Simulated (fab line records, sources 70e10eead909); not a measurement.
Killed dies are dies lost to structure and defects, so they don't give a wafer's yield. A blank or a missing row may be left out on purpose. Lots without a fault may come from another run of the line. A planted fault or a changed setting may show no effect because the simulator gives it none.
fab line records | flow nand_harc
record lots=6 wafers=18 last_day=35
route steps=1302 shown A_CHANNEL_HOLE_D1@471 A_CHANNEL_FILL_D1@490 END@1302
lots that met no fault: from a run of the same line without faults
start_h: hours from the record's first day to the start of the lot's first wafer shown | wait_h: hours since the lot's step before | " the same as in the row above | L1.1+2: a row that stands for several wafers | - no value, or no start given | * or withheld: withheld | < > ~ a bound
route shown NAME@n: a module of which the file shows steps, and the number in the route of the first | usual: mean/standard deviation of fault-free wafers | same: alike in all rows | chamber/n: place in a boat | sites: the reading at each site | _std_site: their standard deviation | _edge_site: outer sites' mean less inner sites' | radius_mm: how far each site lies from the wafer's centre | mask NAME#n: copy n | behind: the tool/chamber that last shaped the wafer | hold: why the lot was held/for how many hours/how that ended | device: the transistor (n, p or np) that didn't switch | end of line: the same wafers' tests at the end of the route | a step without rows: its recipe alone | killed: dies lost to structure and defects at the first sort, not the wafer's yield | map: a wafer's dies, x killed, . not, _ none there
set.NAME: the setting as run; set.NAME@STEP: as run at that earlier step | model.NAME: the simulator's own value behind a step, which no gauge read
lots at some steps of the route; a table a step, a row a wafer
services: from which hour (start_h, from the record's first day; less than 0 if before it) a tool's chamber was out of use, for how many hours, and why
## steps
# step NHARC_A_CHANNEL_HOLE_D1_ETCH_19
# recipe bias_v=1200 source_w=2500 pressure_mtorr=15 time_s=34.5 ar_flow_sccm=375 c4f8_flow_sccm=28.8 o2_flow_sccm=96.2 temp_c=-20 target_depth_a=* chemistry=C4F8/O2/Ar
# step NHARC_A_CHANNEL_HOLE_D1_ETCH_20
# recipe bias_v=3000 source_w=withheld pressure_mtorr=20 time_s=361.9 ar_flow_sccm=375 c4f8_flow_sccm=89.3 o2_flow_sccm=35.7 temp_c=-20 target_depth_a=16000 chemistry=C4F8/O2/Ar
# step NHARC_A_CHANNEL_HOLE_D1_ETCH_21
# recipe bias_v=3000 source_w=withheld pressure_mtorr=20 time_s=514.3 ar_flow_sccm=375 c4f8_flow_sccm=89.3 o2_flow_sccm=35.7 temp_c=-20 target_depth_a=16000 chemistry=C4F8/O2/Ar
# step NHARC_A_CHANNEL_HOLE_D1_ETCH_22
# recipe bias_v=3000 source_w=withheld pressure_mtorr=20 time_s=666.7 ar_flow_sccm=375 c4f8_flow_sccm=89.3 o2_flow_sccm=35.7 temp_c=-20 target_depth_a=16000 chemistry=C4F8/O2/Ar
# step NHARC_A_CHANNEL_HOLE_D1_ETCH_23
# recipe bias_v=5000 source_w=withheld pressure_mtorr=20 time_s=819 ar_flow_sccm=375 c4f8_flow_sccm=89.3 o2_flow_sccm=35.7 temp_c=-20 target_depth_a=16000 chemistry=C4F8/O2/Ar
# usual c4f8_flow_sccm=89.28/0.26 drypump_motor_current_A=5.4/0.38 showerhead_plenum_p_Torr=3.65/0.074 throttle_valve_pct=32.155/0.0086
# columns lot.wafer tool chamber start_h wait_h c4f8_flow_sccm drypump_motor_current_A rf_hours_counter_h showerhead_plenum_p_Torr throttle_valve_pct
L681.1 har_etch-01 1 183.69 0.5 89.15 4.8 89 3.73 32.145
L681.2 " 0 " " 89.33 5.8 89 3.57 32.151
L681.3 " 0 " " 89.57 5.8 - 3.57 32.148
L688.2 har_etch-01 1 261.22 0.5 89.34 4.9 131 3.71 32.139
L688.6 " 0 " " 89.79 5.8 - 3.55 32.152
L688.5 " 1 " " 89.27 4.9 - 3.71 32.155
L695.1 har_etch-02 0 329.38 0.5 89.28 5.7 376 3.63 32.159
L695.3 " 0 " " 89.55 5.7 - 3.63 32.165
L695.6 " 0 " " 89.72 5.7 - 3.63 32.155
L697.2 har_etch-02 1 347.62 0.5 89.36 5.3 376 3.72 32.133
L697.1 " 0 " " 89.02 5.8 391 3.62 32.145
L697.5 " 0 " " 89.00 5.8 - 3.62 32.159
L698.2 har_etch-01 1 357.69 0.5 89.05 4.9 192 3.67 32.165
L698.1 " 0 " " 89.36 5.8 192 3.52 32.152
L698.5 " 1 " " 89.02 4.9 - 3.67 32.163
L703.4 har_etch-01 0 413.82 0.5 89.10 5.8 - 3.50 32.147
L703.5 " 0 " " 89.22 5.8 - 3.50 32.154
L703.6 " 1 " " 89.52 4.9 - 3.65 32.150
# step NHARC_A_CHANNEL_HOLE_D1_ETCH_24
# recipe bias_v=5000 source_w=withheld pressure_mtorr=20 time_s=906.2 ar_flow_sccm=375 c4f8_flow_sccm=93.8 o2_flow_sccm=31.2 temp_c=-20 target_depth_a=15000 chemistry=C4F8/O2/Ar
# step NHARC_A_CHANNEL_HOLE_D1_ETCH_25
# recipe bias_v=5000 source_w=withheld pressure_mtorr=20 time_s=1040.2 ar_flow_sccm=375 c4f8_flow_sccm=93.8 o2_flow_sccm=31.2 temp_c=-20 target_depth_a=15000 chemistry=C4F8/O2/Ar
# step NHARC_A_CHANNEL_HOLE_D1_ETCH_26
# recipe bias_v=300 source_w=2000 pressure_mtorr=30 time_s=224.1 ar_flow_sccm=375 c4f8_flow_sccm=11.4 o2_flow_sccm=113.6 temp_c=-20 target_depth_a=3000 chemistry=C4F8/O2/Ar
# usual c4f8_flow_sccm=11.40/0.031 drypump_motor_current_A=5.4/0.37 showerhead_plenum_p_Torr=3.69/0.078 throttle_valve_pct=24.585/0.009
# columns lot.wafer tool chamber start_h wait_h c4f8_flow_sccm drypump_motor_current_A rf_hours_counter_h showerhead_plenum_p_Torr throttle_valve_pct
L681.1 har_etch-01 1 186.02 0.7 11.40 4.9 91 3.78 24.587
L681.2 " 0 " " 11.36 5.8 91 3.61 24.599
L681.3 " 0 " " 11.37 5.8 - 3.61 24.568
L688.2 har_etch-01 1 263.48 0.6 11.38 4.9 134 3.75 24.590
L688.6 " 0 " " 11.41 5.8 - 3.59 24.587
L688.5 " 1 " " 11.38 4.9 - 3.75 24.580
L695.1 har_etch-02 0 331.74 0.7 11.37 5.7 378 3.67 24.590
L695.3 " 0 " " 11.41 5.7 - 3.67 24.575
L695.6 " 0 " " 11.37 5.7 - 3.67 24.559
L697.2 har_etch-02 1 349.97 0.7 11.38 5.3 378 3.77 24.593
L697.1 " 0 " " 11.34 5.7 393 3.66 24.589
L697.5 " 0 " " 11.39 5.7 - 3.66 24.582
L698.2 har_etch-01 1 360.04 0.7 11.44 4.9 195 3.72 24.584
L698.1 " 0 " " 11.39 5.8 195 3.55 24.595
L698.5 " 1 " " 11.44 4.9 - 3.72 24.567
L703.4 har_etch-01 0 415.99 0.5 11.35 5.8 - 3.53 24.592
L703.5 " 0 " " 11.43 5.8 - 3.53 24.586
L703.6 " 1 " " 11.43 4.9 - 3.69 24.579
# step NHARC_A_CHANNEL_HOLE_D1_ETCH_33
# recipe bias_v=400 source_w=2000 pressure_mtorr=25 time_s=90 ar_flow_sccm=375 c4f8_flow_sccm=41.7 o2_flow_sccm=83.3 temp_c=-20 target_depth_a=4000 chemistry=C4F8/O2/Ar
# usual c4f8_flow_sccm=41.69/0.12 drypump_motor_current_A=5.4/0.38 showerhead_plenum_p_Torr=3.69/0.077 throttle_valve_pct=27.620/0.0093
# columns lot.wafer tool chamber start_h wait_h c4f8_flow_sccm drypump_motor_current_A rf_hours_counter_h showerhead_plenum_p_Torr throttle_valve_pct
L681.1 har_etch-01 1 186.23 0.2 41.54 4.8 92 3.77 27.624
L681.2 " 0 " " 41.96 5.8 92 3.61 27.625
L681.3 " 0 " " 41.76 5.8 - 3.61 27.607
L688.2 har_etch-01 1 263.68 0.2 41.46 4.9 134 3.75 27.616
L688.6 " 0 " " 41.83 5.9 - 3.58 27.624
L688.5 " 1 " " 41.73 4.9 - 3.75 27.610
L695.1 har_etch-02 0 331.95 0.2 41.74 5.7 378 3.67 27.622
L695.3 " 0 " " 41.59 5.7 - 3.67 27.622
L695.6 " 0 " " 41.67 5.7 - 3.67 27.627
L697.2 har_etch-02 1 350.17 0.2 41.72 5.3 379 3.76 27.607
L697.1 " 0 " " 41.52 5.7 394 3.66 27.611
L697.5 " 0 " " 41.74 5.7 - 3.66 27.606
L698.2 har_etch-01 1 360.24 0.2 41.63 4.9 195 3.71 27.613
L698.1 " 0 " " 41.55 5.8 195 3.55 27.615
L698.5 " 1 " " 41.77 4.9 - 3.71 27.629
L703.4 har_etch-01 0 416.19 0.2 41.88 5.8 - 3.53 27.613
L703.5 " 0 " " 41.55 5.8 - 3.53 27.619
L703.6 " 1 " " 41.81 4.9 - 3.69 27.623
# step NHARC_A_CHANNEL_HOLE_D1_STRIP_41
# recipe n2_flow_sccm=150 h2_flow_sccm=150 ar_flow_sccm=0 bias_w=0 chemistry=N2/H2
# step NHARC_A_CHANNEL_HOLE_D1_STRIP_42
# recipe cf4_flow_sccm=100 chf3_flow_sccm=30 ar_flow_sccm=0 bias_w=0 chemistry=CF4/CHF3
# step NHARC_A_CHANNEL_HOLE_D1_STRIP_43
# recipe o2_flow_sccm=400 cos_flow_sccm=20 ar_flow_sccm=0 bias_w=0 chemistry=O2/COS
# step NHARC_A_CHANNEL_HOLE_D1_ETCH_44
# recipe target_depth_a=1400 overetch_a=140 time_s=77 ion_energy_ev=100 cf4_flow_sccm=80 o2_flow_sccm=20 ar_flow_sccm=0 rf_w=300 bias_w=100 chemistry=CF4/O2
# usual drypump_motor_current_A=5.5/0.39 oes_product_au=1.000/0.0076 rf_vpp_V=197.6/1.6 showerhead_plenum_p_Torr=1.33/0.063 throttle_valve_pct=13.397/0.0089
# columns lot.wafer tool chamber start_h wait_h drypump_motor_current_A oes_product_au rf_hours_counter_h rf_vpp_V showerhead_plenum_p_Torr throttle_valve_pct
L681.2 rie_diel-05 1 186.99 0.1 5.2 0.997 10 196.7 1.24 13.395
L681.3 " 2 " " 5.7 1.011 11 198.4 1.35 13.398
L681.1 " 3 " " 5.7 0.992 11 198.6 1.33 13.392
L688.2 rie_diel-05 2 264.40 0.1 5.7 1.008 2 199.6 1.35 13.386
L688.6 " 2 " " 5.7 1.009 - 197.7 1.35 13.404
L688.5 " 3 " " 5.8 1.002 - 198.2 1.32 13.392
L695.3 rie_diel-05 1 332.69 0.1 5.2 0.997 7 196.6 1.24 13.383
L695.1 " 0 " " 4.9 0.985 7 200.8 1.42 13.390
L695.6 " 2 " " 5.7 0.995 - 198.8 1.35 13.380
L697.1 rie_diel-05 3 350.92 0.1 5.8 0.999 9 197.1 1.32 13.393
L697.2 " 2 " " 5.7 1.002 8 198.2 1.35 13.405
L697.5 " 3 " " 5.8 0.999 - 198.7 1.32 13.406
L698.2 rie_diel-01 3 360.98 0.1 5.8 0.999 54 196.3 1.27 13.406
L698.1 " 0 " " 5.4 0.993 51 197.3 1.31 13.401
L698.5 " 3 " " 5.8 1.011 - 195.9 1.27 13.405
L703.4 rie_diel-01 2 416.89 0.1 5.7 1.007 10 200.0 1.43 13.397
L703.5 " 3 " " 5.8 0.991 - 197.0 1.26 13.397
L703.6 " 0 " " 5.4 0.989 - 197.2 1.31 13.402
# step NHARC_A_CHANNEL_HOLE_D1_STRIP_27
# recipe o2_flow_sccm=500 ar_flow_sccm=0 bias_w=0 chemistry=O2
# usual drypump_motor_current_A=5.6/0.39 oes_product_au=1.000/0.0076 rf_vpp_V=57.9/0.94 showerhead_plenum_p_Torr=3.51/0.16 throttle_valve_pct=17.036/0.0094
# columns lot.wafer tool chamber start_h wait_h drypump_motor_current_A oes_product_au rf_hours_counter_h rf_vpp_V showerhead_plenum_p_Torr throttle_valve_pct
L681.3 rie_diel-05 1 - - 5.2 1.006 10 57.0 3.28 17.035
L681.1 " 2 " " 5.7 1.010 11 58.0 3.58 17.033
L681.2 " 3 " " 5.8 1.001 11 58.4 3.51 17.042
L688.2 rie_diel-05 0 - - 5.0 0.994 2 57.6 3.75 17.041
L688.6 " 0 " " 5.0 0.995 - 57.9 3.75 17.037
L688.5 " 1 " " 5.2 0.990 - 57.8 3.28 17.041
L695.1 rie_diel-05 2 - - 5.7 1.000 7 57.0 3.57 17.044
L695.3 " 0 " " 4.9 1.001 7 57.6 3.74 17.046
L695.6 " 3 " " 5.8 0.992 - 57.5 3.50 17.027
L697.1 rie_diel-05 0 - - 4.9 0.995 8 57.5 3.74 17.030
L697.2 " 3 " " 5.8 0.987 9 57.7 3.50 17.037
L697.5 " 1 " " 5.2 0.991 - 57.5 3.28 17.046
L698.1 rie_diel-01 3 - - 5.9 0.997 54 57.8 3.36 17.027
L698.2 " 1 " " 5.5 0.996 49 58.1 3.54 17.043
L698.5 " 2 " " 5.7 0.998 - 59.5 3.78 17.049
L703.4 rie_diel-01 0 - - 5.4 0.992 14 58.8 3.46 17.050
L703.5 " 2 " " 5.8 1.008 - 58.8 3.77 17.018
L703.6 " 3 " " 5.8 1.003 - 57.3 3.35 17.014
# step NHARC_A_CHANNEL_HOLE_D1_PRECLEAN_28
# recipe time_s=* temp_c=50 bath_age_min=0 chemistry=SC1
# step NHARC_A_CHANNEL_HOLE_D1_SRD_29
# step NHARC_A_CHANNEL_HOLE_D1_CD_MEAS_30
# usual cd_nm=89.8/0.96
# columns lot.wafer tool chamber start_h wait_h cd_nm
L681.1 cd_sem-02 - 187.78 - 90.9
L681.2 " - " " 89.2
L681.3 " - " " 89.5
L688.2 cd_sem-02 - 265.21 - 89.6
L688.5 " - " " 90.0
L688.6 " - " " 88.8
L695.1 cd_sem-02 - 333.49 - 90.7
L695.3 " - " " 89.6
L695.6 " - " " 89.3
L697.1 cd_sem-02 - 351.71 - 89.7
L697.2 " - " " 88.5
L697.5 " - " " 89.9
L698.1 cd_sem-01 - 361.82 0.1 91.2
L698.2 " - " " 91.2
L698.5 " - " " 91.0
L703.4 cd_sem-01 - 417.67 - 90.4
L703.5 " - " " 89.9
L703.6 " - " " 89.2
# step NHARC_A_CHANNEL_HOLE_D1_XSEM_31
# recipe landing_energy_ev=35000
# usual bot_cd_nm=74.5/1.1 bow_nm=8.70/0.17 tilt_deg=0.06/0.037
# columns lot.wafer tool chamber start_h wait_h bot_cd_nm bow_nm tilt_deg
L681.1 xsem-01 0 187.86 0.1 76.0 8.71 0.01
L681.2 " 0 " " 73.3 8.73 0.01
L681.3 " 0 " " 74.7 8.72 0.01
L688.2 xsem-01 0 265.30 0.1 72.9 8.48 0.01
L688.5 " 0 " " 74.9 8.58 0.01
L688.6 " 0 " " 73.8 8.47 0.02
L695.1 xsem-01 0 333.57 0.1 75.4 8.70 0.07
L695.3 " 0 " " 74.5 8.79 0.07
L695.6 " 0 " " 73.5 8.81 0.06
L697.1 xsem-01 0 351.79 0.1 73.4 8.69 0.08
L697.2 " 0 " " 73.0 8.71 0.08
L697.5 " 0 " " 74.1 8.75 0.08
L698.1 xsem-02 0 361.91 0.1 76.1 8.92 0.04
L698.2 " 0 " " 75.2 8.76 0.04
L698.5 " 0 " " 75.1 8.89 0.05
L703.4 xsem-01 0 417.76 0.1 75.5 8.79 0.11
L703.5 " 0 " " 75.7 9.00 0.11
L703.6 " 0 " " 75.7 8.85 0.11
# step NHARC_A_CHANNEL_HOLE_D1_INSPECT_40
# usual raw_defect_count=76/29
# columns lot.wafer tool chamber start_h wait_h raw_defect_count
L681.1 defect_inspect-01 - 187.96 - 66
L681.2 " - " " 54
L681.3 " - " " 56
L688.2 defect_inspect-02 - 265.39 - 94
L688.5 " - " " 71
L688.6 " - " " 87
L695.1 defect_inspect-02 - 333.67 - 126
L695.3 " - " " 99
L695.6 " - " " 534
L697.1 defect_inspect-01 - 351.89 - 102
L697.2 " - " " 484
L697.5 " - " " 127
L698.1 defect_inspect-02 - 362.01 - 63
L698.2 " - " " 74
L698.5 " - " " 60
L703.4 defect_inspect-01 - 417.85 - 73
L703.5 " - " " 63
L703.6 " - " " 51
# step NHARC_A_CHANNEL_FILL_D1_PRECLEAN_00
# recipe time_s=* temp_c=50 bath_age_min=0 chemistry=SC1
# step NHARC_END_SORT_01
# recipe temp_c=25
# usual killed_at_array=52/19 killed_at_other=0.8/1 killed_at_periphery=3.7/2.5 killed_dies=56/19 killed_open=3.5/2 killed_short=2.2/1.4
# same gross_dies=677
# columns lot.wafer tool chamber start_h wait_h killed_at_array killed_at_other killed_at_periphery killed_dies killed_open killed_short
L681.1 prober-02 0 562.59 2.5 45 0 1 46 2 2
L681.2 prober-02 0 563.38 2.8 46 0 4 50 2 3
L681.3 prober-02 0 564.17 3.1 41 0 3 44 2 3
L695.6 prober-01 0 708.63 4.0 125 1 6 132 8 2
L697.2 prober-01 0 725.52 2.8 91 1 5 97 4 0
L703.4 prober-01 0 826.55 3.4 73 1 2 76 4 2
L703.5 prober-01 0 827.36 3.7 69 1 3 73 2 1
L703.6 prober-01 0 828.16 4.0 65 0 1 66 4 2
# killed by level:class
L681.1 A_SLIT:chamber_film_flake=27 A_CHANNEL_HOLE_D2:chamber_film_flake=8 A_WL_FILL:chamber_film_flake=3 P_M1:geometric_particle:short=1 A_ONON_D2:geometric_particle:open=1 A_CHANNEL_HOLE_D2:geometric_particle:open=1 A_M0:geometric_particle:short=1 A_CHANNEL_HOLE_D1:chamber_film_flake=1
L681.2 A_SLIT:chamber_film_flake=24 A_CHANNEL_HOLE_D2:chamber_film_flake=11 A_CHANNEL_HOLE_D1:chamber_film_flake=2 A_DECK1_JOINT:chamber_film_flake=2 A_WL_FILL:chamber_film_flake=2 P_GATE:geometric_particle:open=1 A_ONON_D2:geometric_particle:short=1 A_ONON_D2:geometric_particle:open=1
L681.3 A_SLIT:chamber_film_flake=23 A_WL_FILL:chamber_film_flake=5 P_M1:chamber_film_flake=3 A_CHANNEL_HOLE_D2:chamber_film_flake=3 A_CONTACT:chamber_film_flake=3 A_CHANNEL_FILL_D2:geometric_particle:short=2 A_ONON_D1:geometric_particle:short=1 A_ONON_D2:geometric_particle:open=1
L695.6 A_CHANNEL_HOLE_D1:unspecified=70 A_CHANNEL_HOLE_D1:chamber_film_flake=31 A_CONTACT:chamber_film_flake=5 P_BONDPAD:chamber_film_flake=4 A_CHANNEL_FILL_D2:geometric_particle:open=3 A_STAIRCASE:chamber_film_flake=3 A_SLIT:chamber_film_flake=3 A_ONON_D2:geometric_particle:open=2
L697.2 A_CHANNEL_HOLE_D1:unspecified=68 A_CHANNEL_HOLE_D1:chamber_film_flake=11 P_STI:chamber_film_flake=3 A_SLIT:chamber_film_flake=3 A_CHANNEL_FILL_D2:chamber_film_flake=2 P_CONTACT:geometric_particle:open=1 A_DECK1_JOINT:geometric_particle:open=1 A_WL_FILL:geometric_particle:open=1
L703.4 A_CHANNEL_HOLE_D2:chamber_film_flake=36 A_CHANNEL_HOLE_D1:chamber_film_flake=11 A_SLIT:chamber_film_flake=9 A_CONTACT:chamber_film_flake=5 A_BLC:chamber_film_flake=4 P_M1:geometric_particle:short=1 A_CHANNEL_HOLE_D1:geometric_particle:open=1 A_ONON_D2:geometric_particle:short=1
L703.5 A_CHANNEL_HOLE_D2:chamber_film_flake=28 A_CHANNEL_HOLE_D1:chamber_film_flake=24 A_SLIT:chamber_film_flake=7 A_CONTACT:chamber_film_flake=4 P_GATE:chamber_film_flake=2 A_ZERO_WELL:chamber_film_flake=2 A_BLC:chamber_film_flake=2 P_M1:geometric_particle:short=1
L703.6 A_CHANNEL_HOLE_D2:chamber_film_flake=34 A_CHANNEL_HOLE_D1:chamber_film_flake=14 A_BLC:chamber_film_flake=5 A_SLIT:chamber_film_flake=4 A_CONTACT:chamber_film_flake=2 P_M0:geometric_particle:open=1 A_CHANNEL_FILL_D1:geometric_particle:open=1 A_DECK1_JOINT:geometric_particle:open=1
# map L695.6 (x killed, . not)
____________.____________
_________.xxx..._________
_______.xx.....x.._______
______xxxx.x.......______
_____.xxx.x........._____
____.xxxx............____
____.xx.x.x.x.......x____
___..xxxxx............___
___..x.xx.x...........___
__.x....xx.............__
__.............x..x....__
_.....x................._
_......................x_
_...x..................._
_.x..x..........x......._
_..x...................._
...xxx...........x.......
.xxxxxx...x..............
xxxxxxxxx................
xxxxxxxx............x....
xxxxxxx.......x..........
_xxxxxxx..............x._
_xxxxxxx...x............_
_xxxxxx..x.............._
_xxxxxx................._
_.xxx.x................._
__xxx..................__
__xx.x......x..........__
___...................___
___.............x.....___
____...........x.....____
____.................____
_____..x.x.........._____
______...x..x.....x______
_______.....x....._______
_________.x....._________
____________.____________
# map L697.2 (x killed, . not)
____________x____________
_________xxxx..._________
_______xxxxxxx...._______
______..xx.........______
_____..............._____
____.....x...........____
____.................____
___..x................___
___........x....x.....___
__.....................__
__..........x..........__
_......................._
_......................._
_......xx.....x........._
_......................._
_x...x.x................_
..xxxx...................
.xxxxxx..................
xxxxxx...................
xxxxxxx..................
xxxxxxxxx................
_xxxxxx....x............_
_xxxxxxx................_
_xxxxxx........x........_
_xxxxxx......x.........._
_xxx.xxx..x............._
__...xx................__
__.....................__
___...................___
___........x..........___
____.................____
____.................____
_____.....x........._____
______.............______
_______..........x_______
_________......._________
____________.____________
## services
# columns tool chamber start_h hours kind
rie_diel-05 0 159.70 - clean
rie_diel-05 1 159.70 - clean
rie_diel-05 2 159.70 - clean
rie_diel-05 3 159.70 - clean
rie_diel-05 0 184.20 - clean
rie_diel-05 1 184.20 - clean
rie_diel-05 2 184.20 - clean
rie_diel-05 3 184.20 - clean
rie_diel-01 0 184.62 5.9 repair
rie_diel-01 - 207.04 9.0 pm
rie_diel-05 0 208.70 - clean
rie_diel-05 1 217.61 2.8 repair
rie_diel-01 - 220.11 1.7 repair
har_etch-01 - 224.21 2.2 repair
rie_diel-05 - 229.66 9.0 pm
rie_diel-01 - 237.82 0.8 repair
rie_diel-05 - 240.70 0.8 repair
har_etch-01 - 354.24 1.8 repair
xsem-01 - 374.00 14.0 pm
rie_diel-01 0 374.13 15.2 repair
har_etch-02 - 377.00 17.0 pm
rie_diel-01 - 384.07 9.0 pm
rie_diel-05 - 406.72 9.0 pm
rie_diel-05 - 417.25 0.1 repair
## key
first_sign step=NHARC_A_CHANNEL_HOLE_D1_INSPECT_40 reading=raw_defect_count direction=up sigmas=15 usual=76 struck=509
effect step=NHARC_END_SORT_01 reading=killed_dies direction=up sigmas=3.1 usual=56 struck=114
more_kills_born_at NHARC_A_CHANNEL_HOLE_D1_ETCH_44@rie_diel-05=138
met_at NHARC_A_CHANNEL_HOLE_D1_ETCH_44
struck_wafers L695.6,L697.2
tester_left_out L695,L697
onset_between 264.40 332.69
fault kind=chamber_particle_source tool=rie_diel-05 chamber=2 onset_h=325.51 steps=NHARC_A_CHANNEL_HOLE_D1_ETCH_44 rate_per_visit_cm2=0.65719 end_h=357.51
# tester_left_out: of these lots the tester's yield and bins aren't shown, on N5 and GAA mostly nor the transistor test; their killed dies are dies lost to structure and defects alone, not to doping, threshold or leakage, so they don't give the yield
